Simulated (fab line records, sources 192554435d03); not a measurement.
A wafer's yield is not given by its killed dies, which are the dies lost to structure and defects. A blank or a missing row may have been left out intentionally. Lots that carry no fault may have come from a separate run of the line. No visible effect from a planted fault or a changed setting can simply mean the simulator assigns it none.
Matching of chambers / flow n5_finfet / 4 sister chambers for N5_BEOL_M3_STRIP_36 on rie_diel-05
The step strips in N2/H2. 14 wafers are shown with their chamber, then 7 later ones without.

## WAFERS, EACH WITH ITS CHAMBER
wafer=L076.1; chamber=3; showerhead_plenum_p_Torr (Torr)=2.44; drypump_motor_current_A (A)=5.5; throttle_valve_pct (%)=23.75
wafer=L076.2; chamber=0; showerhead_plenum_p_Torr (Torr)=2.50; drypump_motor_current_A (A)=6.5; throttle_valve_pct (%)=23.90
wafer=L076.4; chamber=1; showerhead_plenum_p_Torr (Torr)=2.62; drypump_motor_current_A (A)=5.0; throttle_valve_pct (%)=23.59
wafer=L079.1; chamber=2; showerhead_plenum_p_Torr (Torr)=2.41; drypump_motor_current_A (A)=6.4; throttle_valve_pct (%)=23.97
wafer=L079.2; chamber=0; showerhead_plenum_p_Torr (Torr)=2.50; drypump_motor_current_A (A)=6.5; throttle_valve_pct (%)=23.90
wafer=L079.3; chamber=3; showerhead_plenum_p_Torr (Torr)=2.43; drypump_motor_current_A (A)=5.5; throttle_valve_pct (%)=23.75
wafer=L079.4; chamber=1; showerhead_plenum_p_Torr (Torr)=2.62; drypump_motor_current_A (A)=5.1; throttle_valve_pct (%)=23.52
wafer=L079.5; chamber=2; showerhead_plenum_p_Torr (Torr)=2.41; drypump_motor_current_A (A)=6.3; throttle_valve_pct (%)=23.95
wafer=L079.6; chamber=1; showerhead_plenum_p_Torr (Torr)=2.62; drypump_motor_current_A (A)=5.0; throttle_valve_pct (%)=23.57
wafer=L086.2; chamber=3; showerhead_plenum_p_Torr (Torr)=2.43; drypump_motor_current_A (A)=5.5; throttle_valve_pct (%)=23.76
wafer=L086.5; chamber=0; showerhead_plenum_p_Torr (Torr)=2.50; drypump_motor_current_A (A)=6.4; throttle_valve_pct (%)=23.92
wafer=L086.6; chamber=3; showerhead_plenum_p_Torr (Torr)=2.43; drypump_motor_current_A (A)=5.5; throttle_valve_pct (%)=23.77
wafer=L088.1; chamber=0; showerhead_plenum_p_Torr (Torr)=2.50; drypump_motor_current_A (A)=6.5; throttle_valve_pct (%)=23.95
wafer=L088.3; chamber=3; showerhead_plenum_p_Torr (Torr)=2.43; drypump_motor_current_A (A)=5.5; throttle_valve_pct (%)=23.76

SIGNATURES (means of the wafers above)
reading=showerhead_plenum_p_Torr; chamber 0=2.5000; chamber 1=2.6200; chamber 2=2.4100; chamber 3=2.4320; scatter within a chamber=0.00283
reading=drypump_motor_current_A; chamber 0=6.475; chamber 1=5.033; chamber 2=6.350; chamber 3=5.500; scatter within a chamber=0.0438
reading=throttle_valve_pct; chamber 0=23.9175; chamber 1=23.5600; chamber 2=23.9600; chamber 3=23.7580; scatter within a chamber=0.0218
Rule: a wafer's distance from a chamber is the root of the sum, over the readings, of the square of ((its reading less the chamber's mean) divided by the reading's scatter). The wafer belongs to the nearest chamber; if the next one is less than 2 further off, it can't be placed. The scatter is the square root of a quotient: the sum, over the shown wafers, of each reading's squared deviation from its chamber's mean, divided by wafers minus chambers.

## WAFERS WITHOUT THEIR CHAMBER
wafer=L088.4; showerhead_plenum_p_Torr (Torr)=2.40; drypump_motor_current_A (A)=6.4; throttle_valve_pct (%)=23.98
wafer=L090.1; showerhead_plenum_p_Torr (Torr)=2.42; drypump_motor_current_A (A)=5.5; throttle_valve_pct (%)=23.78
wafer=L090.3; showerhead_plenum_p_Torr (Torr)=2.40; drypump_motor_current_A (A)=6.4; throttle_valve_pct (%)=23.98
wafer=L090.5; showerhead_plenum_p_Torr (Torr)=2.42; drypump_motor_current_A (A)=5.5; throttle_valve_pct (%)=23.78
wafer=L094.2; showerhead_plenum_p_Torr (Torr)=2.39; drypump_motor_current_A (A)=6.4; throttle_valve_pct (%)=23.98
wafer=L094.4; showerhead_plenum_p_Torr (Torr)=2.42; drypump_motor_current_A (A)=5.5; throttle_valve_pct (%)=23.80
wafer=L094.6; showerhead_plenum_p_Torr (Torr)=2.60; drypump_motor_current_A (A)=5.0; throttle_valve_pct (%)=23.62

## CHAMBER TAKEN BY EACH
wafer=L088.4; from the rows above=2; in truth=2
wafer=L090.1; from the rows above=3; in truth=3
wafer=L090.3; from the rows above=2; in truth=2
wafer=L090.5; from the rows above=3; in truth=3
wafer=L094.2; from the rows above=2; in truth=2
wafer=L094.4; from the rows above=3; in truth=3
wafer=L094.6; from the rows above=1; in truth=1
Correctly placed: 7 of 7. Left unplaced by these rows: 0. Number placed wrongly: 0.
